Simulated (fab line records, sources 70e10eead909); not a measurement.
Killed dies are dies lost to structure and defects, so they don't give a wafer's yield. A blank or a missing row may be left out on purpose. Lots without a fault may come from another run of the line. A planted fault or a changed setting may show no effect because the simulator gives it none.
fab line records | flow nand_harc | part 1 of 2: steps 1 to 25 of 33
record lots=5 wafers=15 last_day=24
route steps=1159 shown P_CONTACT@239 P_M0@253
lots that met no fault: from a run of the same line without faults
start_h: hours from the record's first day to the start of the lot's first wafer shown | wait_h: hours since the lot's step before | " the same as in the row above | L1.1+2: a row that stands for several wafers | - no value, or no start given | * or withheld: withheld | < > ~ a bound
route shown NAME@n: a module of which the file shows steps, and the number in the route of the first | usual: mean/standard deviation of fault-free wafers | same: alike in all rows | chamber/n: place in a boat | sites: the reading at each site | _std_site: their standard deviation | _edge_site: outer sites' mean less inner sites' | radius_mm: how far each site lies from the wafer's centre | mask NAME#n: copy n | behind: the tool/chamber that last shaped the wafer | hold: why the lot was held/for how many hours/how that ended | device: the transistor (n, p or np) that didn't switch | end of line: the same wafers' tests at the end of the route | a step without rows: its recipe alone | killed: dies lost to structure and defects at the first sort, not the wafer's yield | map: a wafer's dies, x killed, . not, _ none there
set.NAME: the setting as run; set.NAME@STEP: as run at that earlier step | model.NAME: the simulator's own value behind a step, which no gauge read
lots at some steps of the route; a table a step, a row a wafer
services: from which hour (start_h, from the record's first day; less than 0 if before it) a tool's chamber was out of use, for how many hours, and why
## steps
# step NHARC_P_CONTACT_STRIP_37
# recipe c4f8_flow_sccm=withheld o2_flow_sccm=8 ar_flow_sccm=withheld bias_w=0 chemistry=C4F8/O2/Ar
# columns lot.wafer tool chamber start_h wait_h
L082.1+6+5 rie_diel-04 0,2,3 - -
L085.4+2+5 rie_diel-13 2,1,3 - -
L088.1+3+6 rie_diel-13 3,0,2 - -
L092.4+3+5 rie_diel-13 3,0,0 - -
L095.2+3+5 rie_diel-04 0,2,0 - -
# step NHARC_P_CONTACT_ETCH_31
# recipe target_depth_a=300 time_s=85.7 ion_energy_ev=120 over_etch_frac=1 ch3f_flow_sccm=50 o2_flow_sccm=30 ar_flow_sccm=200 rf_w=500 bias_w=100 chemistry=CH3F/O2
# usual drypump_motor_current_A=5.5/0.43 oes_product_au=0.984/0.011 rf_vpp_V=244.2/1.6 showerhead_plenum_p_Torr=2.45/0.087 throttle_valve_pct=20.663/0.0084
# same time_s=85.7
# columns lot.wafer tool chamber start_h wait_h drypump_motor_current_A oes_product_au rf_hours_counter_h rf_vpp_V showerhead_plenum_p_Torr throttle_valve_pct
L082.1 rie_diel-04 0 - - 5.3 0.983 3 243.4 2.47 20.669
L082.6 " 2 " " 6.0 0.992 - 245.1 2.55 20.671
L082.5 " 3 " " 6.0 0.999 - 240.7 2.29 20.659
L085.2 rie_diel-13 1 - - 5.8 0.985 8 245.0 2.50 20.655
L085.4 " 2 " " 5.3 0.982 8 242.9 2.35 20.666
L085.5 " 3 " " 6.0 0.987 - 245.3 2.52 20.655
L088.3 rie_diel-13 2 - - 5.3 0.986 8 242.2 2.35 20.654
L088.1 " 1 " " 5.8 0.973 9 245.9 2.50 20.664
L088.6 " 2 " " 5.3 0.981 - 244.9 2.35 20.651
L092.4 rie_diel-13 1 - - 5.8 0.990 11 245.2 2.50 20.662
L092.3 " 3 " " 6.0 0.982 9 244.8 2.52 20.668
L092.5 " 0 " " 5.5 0.998 - 246.9 2.51 20.663
L095.2 rie_diel-04 0 - - 5.3 0.991 11 244.4 2.46 20.665
L095.3 " 1 " " 5.0 0.972 13 244.6 2.48 20.656
L095.5 " 3 " " 6.0 1.002 - 242.7 2.29 20.673
# step NHARC_P_CONTACT_CD_MEAS_19
# usual cd_nm=90.2/1.1
# columns lot.wafer tool chamber start_h wait_h cd_nm
L082.1 cd_sem-02 - 160.70 - 89.2
L082.5 " - " " 88.8
L082.6 " - " " 92.3
L085.2 cd_sem-01 - 188.60 - 88.8
L085.4 " - " " 92.7
L085.5 " - " " 89.7
L088.1 cd_sem-02 - 189.96 - 91.3
L088.3 " - " " 91.3
L088.6 " - " " 90.2
L092.3 cd_sem-03 - 214.83 - 90.6
L092.4 " - " " 90.7
L092.5 " - " " 90.4
L095.2 cd_sem-01 - 234.82 - 89.6
L095.3 " - " " 91.4
L095.5 " - " " 89.9
# step NHARC_P_CONTACT_STRIP_28
# recipe o2_flow_sccm=500 ar_flow_sccm=0 bias_w=0 chemistry=O2
# usual drypump_motor_current_A=5.5/0.38 oes_product_au=0.999/0.0073 rf_vpp_V=57.8/0.9 showerhead_plenum_p_Torr=3.53/0.11 throttle_valve_pct=17.036/0.0084
# columns lot.wafer tool chamber start_h wait_h drypump_motor_current_A oes_product_au rf_hours_counter_h rf_vpp_V showerhead_plenum_p_Torr throttle_valve_pct
L082.1 rie_diel-13 3 160.81 0.1 6.0 0.992 4 57.1 3.61 17.043
L082.5 " 1 " " 5.8 0.988 - 60.5 3.59 17.035
L082.6 " 2 " " 5.3 1.002 - 58.0 3.38 17.037
L085.2 rie_diel-04 0 188.67 0.1 5.3 1.006 6 56.9 3.54 17.042
L085.4 " 3 " " 6.0 1.015 6 56.9 3.29 17.039
L085.5 " 1 " " 5.0 1.001 - 58.1 3.56 17.040
L088.3 rie_diel-13 3 190.07 0.1 6.0 0.999 7 59.5 3.61 17.026
L088.1 " 0 " " 5.5 0.992 8 58.3 3.60 17.043
L088.6 " 1 " " 5.8 1.002 - 56.3 3.59 17.032
L092.4 rie_diel-13 2 214.90 0.1 5.3 0.996 11 57.1 3.37 17.033
L092.3 " 3 " " 6.0 0.995 9 58.2 3.61 17.046
L092.5 " 3 " " 6.0 0.998 - 57.8 3.61 17.041
L095.2 rie_diel-09 0 234.91 0.1 5.1 1.001 56 57.7 3.54 17.036
L095.3 " 1 " " 4.9 1.006 58 57.0 3.50 17.048
L095.5 " 3 " " 5.5 0.995 - 57.5 3.28 17.039
# step NHARC_P_CONTACT_STRIP_29
# recipe time_s=1200 temp_c=72.5 chemistry=post_etch_residue_remover
# usual bath_guard_temp_C=72.3/0.48
# same time_s=1200
# columns lot.wafer tool chamber start_h wait_h bath_guard_temp_C
L082.6 wet_bench-04 3 160.96 - 72.3
L082.5 " 6 " " 72.5
L082.1 " 0 " " 72.7
L085.2 wet_bench-04 0 188.88 - 72.5
L085.5 " 1 " " 72.9
L085.4 " 2 " " 72.2
L088.3 wet_bench-09 2 190.23 - 71.6
L088.6 " 3 " " 72.6
L088.1 " 7 " " 71.9
L092.4 wet_bench-05 6 215.08 - 71.7
L092.3 " 7 " " 72.3
L092.5 " 1 " " 72.4
L095.5 wet_bench-04 2 235.09 - 72.4
L095.2 " 3 " " 72.0
L095.3 " 5 " " 72.3
# step NHARC_P_CONTACT_DEGAS_38
# recipe temp_c=300 time_s=60
# usual heater_power_w=447/27
# same time_s=60
# columns lot.wafer tool chamber start_h wait_h heater_power_w
L082.1 pvd_sputter-02 - 161.45 - 422
L082.6 " - " " 438
L082.5 " - " " 433
L085.4 pvd_sputter-03 - 189.31 - 483
L085.2 " - " " 482
L085.5 " - " " 475
L088.3 pvd_sputter-02 - 190.70 - 431
L088.1 " - " " 419
L088.6 " - " " 425
L092.3 pvd_sputter-03 - 215.55 - 473
L092.4 " - " " 461
L092.5 " - " " 460
L095.3 pvd_sputter-01 - 235.54 - 509
L095.2 " - " " 425
L095.5 " - " " 496
# step NHARC_P_CONTACT_PRE_CLEAN_39
# recipe time_s=19.5 bias_v=250 gas=Ar
# same time_s=19.5
# columns lot.wafer tool chamber start_h wait_h
L082.1+6+5 pvd_sputter-02 - - -
L085.2+4+5 pvd_sputter-03 - - -
L088.3+1+6 pvd_sputter-02 - - -
L092.4+3+5 pvd_sputter-03 - - -
L095.2+3+5 pvd_sputter-01 - - -
# step NHARC_P_CONTACT_PVD_32
# recipe target_thk_a=50 chamber_pressure_pa=5 power_w=5000 substrate_temp_c=200 time_s=17.7 material=Ti
# usual throttle_valve_pct=29.8/1.1
# same time_s=17.7
# columns lot.wafer tool chamber start_h wait_h throttle_valve_pct
L082.1 pvd_sputter-02 - - - 29.3
L082.5 " - " " 30.4
L082.6 " - " " 30.4
L085.4 pvd_sputter-03 - - - 30.3
L085.2 " - " " 29.1
L085.5 " - " " 30.8
L088.3 pvd_sputter-02 - - - 29.4
L088.1 " - " " 31.3
L088.6 " - " " 29.5
L092.4 pvd_sputter-03 - - - 29.2
L092.3 " - " " 30.9
L092.5 " - " " 29.4
L095.3 pvd_sputter-01 - - - 28.4
L095.2 " - " " 29.4
L095.5 " - " " 28.4
# step NHARC_P_CONTACT_ALD_22
# recipe target_thk_a=30 pulse_time_s=1 ald_cycles=150 temp_c=450 material=TiN
# usual heater_power_outer_w=703/66 heater_power_w=1125/100 precursor_pulse_height_rel=0.998/0.018
# columns lot.wafer tool chamber start_h wait_h heater_power_outer_w heater_power_w precursor_pulse_height_rel since_wet_clean_h
L082.1 ald_metal-01 3 161.66 - 717 1176 0.998 50
L082.5 " 0 " " 695 1139 0.985 -
L082.6 " 2 " " 640 1071 1.011 -
L085.2 ald_metal-04 2 189.57 - 749 1157 1.020 130
L085.4 " 0 " " 858 1393 1.004 130
L085.5 " 3 " " 726 1129 1.019 -
L088.1 ald_metal-01 3 190.95 - 744 1164 0.963 79
L088.3 " 1 " " 613 985 0.996 79
L088.6 " 3 " " 729 1169 1.008 -
L092.4 ald_metal-02 3 215.78 - 717 1127 0.993 20
L092.3 " 0 " " 554 856 0.977 20
L092.5 " 0 " " 537 879 1.013 -
L095.2 ald_metal-01 2 235.78 - 644 1041 1.010 124
L095.3 " 0 " " 697 1109 1.007 124
L095.5 " 2 " " 651 1072 1.022 -
# step NHARC_P_CONTACT_CVD_23
# recipe target_thk_a=2000 temp_c=300 pressure_torr=40 wf6_flow_sccm=40 h2_flow_sccm=1600 ar_flow_sccm=1560 time_s=557 material=W
# usual chamber_pressure_Torr=40.00/0.09 heater_power_outer_w=264/15 heater_power_w=492/26 mfc_wf6_sccm=40.00/0.12 throttle_valve_pct=7.92/0.19
# same time_s=557
# columns lot.wafer tool chamber start_h wait_h chamber_pressure_Torr heater_power_outer_w heater_power_w mfc_wf6_sccm since_wet_clean_h throttle_valve_pct
L082.1 cvd_w-01 0 - - 39.94 251 492 39.99 38 7.80
L082.6 " 1 " " 39.88 251 457 39.91 - 7.84
L082.5 " 0 " " 39.88 257 485 39.97 - 8.29
L085.2 cvd_w-01 1 - - 39.85 253 452 40.13 70 7.88
L085.4 " 1 " " 39.97 244 472 40.03 - 7.96
L085.5 " 0 " " 39.95 260 500 39.87 - 8.16
L088.1 cvd_w-01 0 - - 39.96 254 483 40.11 70 8.04
L088.3 " 1 " " 40.06 251 464 40.05 - 7.77
L088.6 " 1 " " 39.87 250 463 40.02 - 7.85
L092.3 cvd_w-02 0 - - 40.05 275 480 40.07 - 7.94
L092.4 " 1 " " 39.96 281 520 40.28 - 7.47
L092.5 " 1 " " 39.94 273 521 39.98 - 7.76
L095.2 cvd_w-01 0 - - 40.06 262 483 40.05 117 7.66
L095.3 " 0 " " 39.88 262 496 39.96 - 8.14
L095.5 " 1 " " 40.03 256 460 39.99 - 7.93
# step NHARC_P_CONTACT_CMP_24
# recipe t_overpolish_s=30 target_thk_nm=200
# usual motor_current_A=12.7/1.1 overpolish_run_s=30.001/0.0094 time_to_endpoint_s=39.3/2
# columns lot.wafer tool chamber start_h wait_h motor_current_A overpolish_run_s time_to_endpoint_s
L082.1 cmp-03 1 162.65 0.5 14.0 30.015 42.3
L082.5 " 2 " " 12.1 30.011 42.4
L082.6 " 3 " " 11.1 29.989 42.9
L085.4 cmp-01 3 194.42 0.4 12.3 30.001 37.9
L085.2 " 0 " " 11.6 29.999 40.2
L085.5 " 3 " " 12.6 30.005 37.3
L088.1 cmp-03 3 194.99 0.6 11.4 30.003 39.2
L088.3 " 0 " " 12.9 29.996 36.6
L088.6 " 1 " " 14.1 29.992 42.4
L092.3 cmp-02 0 224.42 0.4 12.6 30.002 40.8
L092.4 " 1 " " 10.4 30.011 41.7
L092.5 " 3 " " 13.1 30.013 41.1
L095.3 cmp-01 3 241.20 0.3 12.7 29.998 39.2
L095.2 " 1 " " 14.7 29.995 39.6
L095.5 " 3 " " 12.6 29.994 39.8
# step NHARC_P_CONTACT_SRD_26
# columns lot.wafer tool chamber start_h wait_h
L082.1+5+6 wet_bench-09 7,0,4 162.89 0.0
L085.2+4+5 wet_bench-05 5,0,2 194.72 0.0
L088.1+3+6 wet_bench-04 6,0,1 195.26 0.0
L092.5+4+3 wet_bench-09 4,6,1 224.72 0.0
L095.5+3+2 wet_bench-09 2,3,4 241.53 0.1
# step NHARC_P_CONTACT_INSPECT_27
# usual raw_defect_count=271/100
# columns lot.wafer tool chamber start_h wait_h raw_defect_count
L082.1 defect_inspect-02 - 162.97 0.1 300
L082.5 " - " " 245
L082.6 " - " " 195
L085.2 defect_inspect-02 - 194.80 0.1 145
L085.4 " - " " 181
L085.5 " - " " 165
L088.1 defect_inspect-02 - 195.34 0.1 241
L088.3 " - " " 219
L088.6 " - " " 294
L092.3 defect_inspect-01 - 224.80 0.1 748
L092.4 " - " " 378
L092.5 " - " " 445
L095.2 defect_inspect-02 - 241.62 0.1 151
L095.3 " - " " 203
L095.5 " - " " 188
# step NHARC_P_M0_DEP_00
# recipe target_thk_a=1500 target_thk_nm=150 temp_c=withheld pressure_torr=5 flow_sccm=200 rf_w=600 material=SiOC
# usual chamber_pressure_Torr=4.999/0.011
# columns lot.wafer tool chamber start_h wait_h chamber_pressure_Torr since_wet_clean_h
L082.1 pecvd-03 0 163.10 0.1 4.984 39
L082.6 " 0 " " 4.983 -
L082.5 " 2 " " 5.001 -
L085.2 pecvd-01 2 194.87 0.1 4.995 126
L085.4 " 2 " " 5.006 -
L085.5 " 0 " " 4.989 -
L088.1 pecvd-02 0 195.41 0.1 4.996 29
L088.3 " 2 " " 5.000 30
L088.6 " 0 " " 5.011 -
L092.3 pecvd-01 0 224.87 0.1 5.000 156
L092.5 " 0 " " 4.987 -
L092.4 " 2 " " 4.999 -
L095.3 pecvd-03 2 241.74 0.1 5.008 117
L095.2 " 0 " " 5.012 117
L095.5 " 1 " " 5.005 -
# step NHARC_P_M0_DEHYDRATE_01
# recipe temp_c=150 time_s=120
# usual exhaust_pa=45.0/0.92
# same time_s=120
# columns lot.wafer tool chamber start_h wait_h exhaust_pa
L082.1 litho_track-06 0 163.51 - 43.2
L082.5 " 0 " " 42.5
L082.6 " 0 " " 42.5
L085.2 litho_track-01 0 195.28 - 44.1
L085.4 " 0 " " 45.5
L085.5 " 0 " " 44.2
L088.1 litho_track-06 0 195.81 - 45.1
L088.3 " 0 " " 44.0
L088.6 " 0 " " 45.3
L092.3 litho_track-01 0 225.27 - 45.4
L092.4 " 0 " " 45.3
L092.5 " 0 " " 44.1
L095.2 litho_track-06 0 242.10 - 46.2
L095.3 " 0 " " 46.3
L095.5 " 0 " " 45.4
# step NHARC_P_M0_HMDS_02
# recipe time_s=30
# usual exhaust_pa=45.1/0.86
# same time_s=30
# columns lot.wafer tool chamber start_h wait_h exhaust_pa
L082.1 litho_track-06 0 - - 45.3
L082.5 " 0 " " 44.6
L082.6 " 0 " " 45.9
L085.2 litho_track-01 0 - - 45.5
L085.4 " 0 " " 45.5
L085.5 " 0 " " 45.4
L088.1 litho_track-06 0 - - 43.9
L088.3 " 0 " " 44.9
L088.6 " 0 " " 46.1
L092.3 litho_track-01 0 - - 45.5
L092.4 " 0 " " 45.0
L092.5 " 0 " " 43.9
L095.2 litho_track-06 0 - - 45.4
L095.3 " 0 " " 43.9
L095.5 " 0 " " 46.1
# step NHARC_P_M0_COAT_33
# recipe temp_c=200 time_s=65
# usual exhaust_pa=44.9/0.81
# same time_s=65
# columns lot.wafer tool chamber start_h wait_h exhaust_pa
L082.1 litho_track-06 0 - - 45.6
L082.5 " 0 " " 44.9
L082.6 " 0 " " 44.6
L085.2 litho_track-01 0 - - 42.9
L085.4 " 0 " " 43.6
L085.5 " 0 " " 43.5
L088.1 litho_track-06 0 - - 44.1
L088.3 " 0 " " 45.2
L088.6 " 0 " " 45.6
L092.3 litho_track-01 0 - - 45.8
L092.4 " 0 " " 45.6
L092.5 " 0 " " 44.9
L095.2 litho_track-06 0 - - 44.5
L095.3 " 0 " " 44.8
L095.5 " 0 " " 45.2
# step NHARC_P_M0_COAT_03
# recipe spin_rpm=1500 resist_thk_nm=90
# usual exhaust_pa=44.8/0.91
# columns lot.wafer tool chamber start_h wait_h exhaust_pa
L082.1 litho_track-06 0 - - 45.7
L082.5 " 0 " " 44.5
L082.6 " 0 " " 43.7
L085.2 litho_track-01 0 - - 44.6
L085.4 " 0 " " 45.6
L085.5 " 0 " " 44.6
L088.1 litho_track-06 0 - - 44.3
L088.3 " 0 " " 45.0
L088.6 " 0 " " 43.6
L092.3 litho_track-01 0 - - 45.1
L092.4 " 0 " " 45.0
L092.5 " 0 " " 44.2
L095.2 litho_track-06 0 - - 45.0
L095.3 " 0 " " 44.2
L095.5 " 0 " " 44.0
# step NHARC_P_M0_SOFTBAKE_04
# recipe temp_c=105 time_s=55
# usual exhaust_pa=45.4/1
# same time_s=55
# columns lot.wafer tool chamber start_h wait_h exhaust_pa
L082.1 litho_track-06 0 - - 47.3
L082.5 " 0 " " 44.1
L082.6 " 0 " " 43.9
L085.2 litho_track-01 0 - - 43.4
L085.4 " 0 " " 43.7
L085.5 " 0 " " 45.3
L088.1 litho_track-06 0 - - 44.6
L088.3 " 0 " " 44.4
L088.6 " 0 " " 45.5
L092.3 litho_track-01 0 - - 43.0
L092.4 " 0 " " 44.7
L092.5 " 0 " " 42.4
L095.2 litho_track-06 0 - - 45.0
L095.3 " 0 " " 45.3
L095.5 " 0 " " 46.2
# step NHARC_P_M0_EBR_05
# usual exhaust_pa=44.9/0.98
# columns lot.wafer tool chamber start_h wait_h exhaust_pa
L082.1 litho_track-06 0 - - 46.0
L082.5 " 0 " " 44.3
L082.6 " 0 " " 46.6
L085.2 litho_track-01 0 - - 45.7
L085.4 " 0 " " 45.9
L085.5 " 0 " " 46.2
L088.1 litho_track-06 0 - - 45.4
L088.3 " 0 " " 46.1
L088.6 " 0 " " 46.7
L092.3 litho_track-01 0 - - 44.4
L092.4 " 0 " " 44.8
L092.5 " 0 " " 43.9
L095.2 litho_track-06 0 - - 43.8
L095.3 " 0 " " 44.9
L095.5 " 0 " " 43.8
# step NHARC_P_M0_EXPOSE_06
# recipe na=1.35 target_cd_nm=90 dose_mj=81.28 mask_id=P_M0
# columns lot.wafer tool chamber start_h wait_h mask
L082.1+5+6 arfi_scanner-01 0 163.67 - P_M0#0
L085.2+4+5 arfi_scanner-02 0 195.45 - P_M0#0
L088.1+3+6 arfi_scanner-03 0 196.10 - P_M0#0
L092.3+4+5 arfi_scanner-02 0 225.44 - P_M0#0
L095.2+3+5 arfi_scanner-01 0 242.39 - P_M0#0
# step NHARC_P_M0_PEB_07
# recipe peb_temp_c=100 peb_time_s=65
# usual exhaust_pa=45.1/0.82
# columns lot.wafer tool chamber start_h wait_h exhaust_pa
L082.1 litho_track-06 0 163.73 0.1 45.2
L082.5 " 0 " " 46.5
L082.6 " 0 " " 46.1
L085.2 litho_track-04 0 195.51 0.1 45.6
L085.4 " 0 " " 45.3
L085.5 " 0 " " 44.7
L088.1 litho_track-04 0 196.16 0.1 45.5
L088.3 " 0 " " 43.2
L088.6 " 0 " " 43.5
L092.3 litho_track-04 0 225.50 0.0 45.1
L092.4 " 0 " " 43.0
L092.5 " 0 " " 44.1
L095.2 litho_track-01 0 242.45 0.1 45.7
L095.3 " 0 " " 44.4
L095.5 " 0 " " 46.6
# step NHARC_P_M0_DEVELOP_08
# recipe develop_time_s=35 dev_temp_c=23
# usual exhaust_pa=45.0/0.87
# columns lot.wafer tool chamber start_h wait_h exhaust_pa
L082.1 litho_track-06 0 - - 46.1
L082.5 " 0 " " 45.0
L082.6 " 0 " " 44.4
L085.2 litho_track-04 0 - - 45.4
L085.4 " 0 " " 43.4
L085.5 " 0 " " 45.7
L088.1 litho_track-04 0 - - 46.5
L088.3 " 0 " " 45.8
L088.6 " 0 " " 44.5
L092.3 litho_track-04 0 - - 44.9
L092.4 " 0 " " 45.6
L092.5 " 0 " " 46.2
L095.2 litho_track-01 0 - - 46.1
L095.3 " 0 " " 44.9
L095.5 " 0 " " 46.7
# step NHARC_P_M0_CD_MEAS_09
# recipe target_cd_nm=90 landing_energy_ev=500
# usual cd_nm=90.1/0.5
# columns lot.wafer tool chamber start_h wait_h cd_nm
L082.1 cd_sem-03 0 163.81 - 89.6
L082.5 " 0 " " 89.4
L082.6 " 0 " " 89.9
L085.2 cd_sem-03 0 195.59 - 90.5
L085.4 " 0 " " 90.1
L085.5 " 0 " " 89.7
L088.1 cd_sem-03 0 196.24 - 90.6
L088.3 " 0 " " 90.3
L088.6 " 0 " " 90.5
L092.3 cd_sem-02 0 225.58 - 90.1
L092.4 " 0 " " 90.9
L092.5 " 0 " " 90.3
L095.2 cd_sem-03 0 242.53 - 90.1
L095.3 " 0 " " 90.2
L095.5 " 0 " " 89.8
# step NHARC_P_M0_OVL_MEAS_10
# recipe pitch_nm=180
# usual overlay_x_nm=-0.2/0.78 overlay_y_nm=-0.2/0.64
# columns lot.wafer tool chamber start_h wait_h overlay_x_nm overlay_y_nm
L082.1 overlay-01 - 163.90 - -1.2 -1.6
L082.5 " - " " -1.2 -1.2
L082.6 " - " " -0.5 -0.9
L085.2 overlay-02 - 195.67 - -1.1 -0.4
L085.4 " - " " -1.0 -0.8
L085.5 " - " " -0.6 -0.3
L088.1 overlay-02 - 196.33 - -0.6 0.7
L088.3 " - " " -0.2 0.7
L088.6 " - " " -1.2 0.5
L092.3 overlay-01 - 225.67 - 0.4 -1.2
L092.4 " - " " 0.7 -1.7
L092.5 " - " " -0.1 -1.1
L095.2 overlay-01 - 242.62 - -1.0 0.3
L095.3 " - " " -0.5 0.4
L095.5 " - " " -1.4 0.1
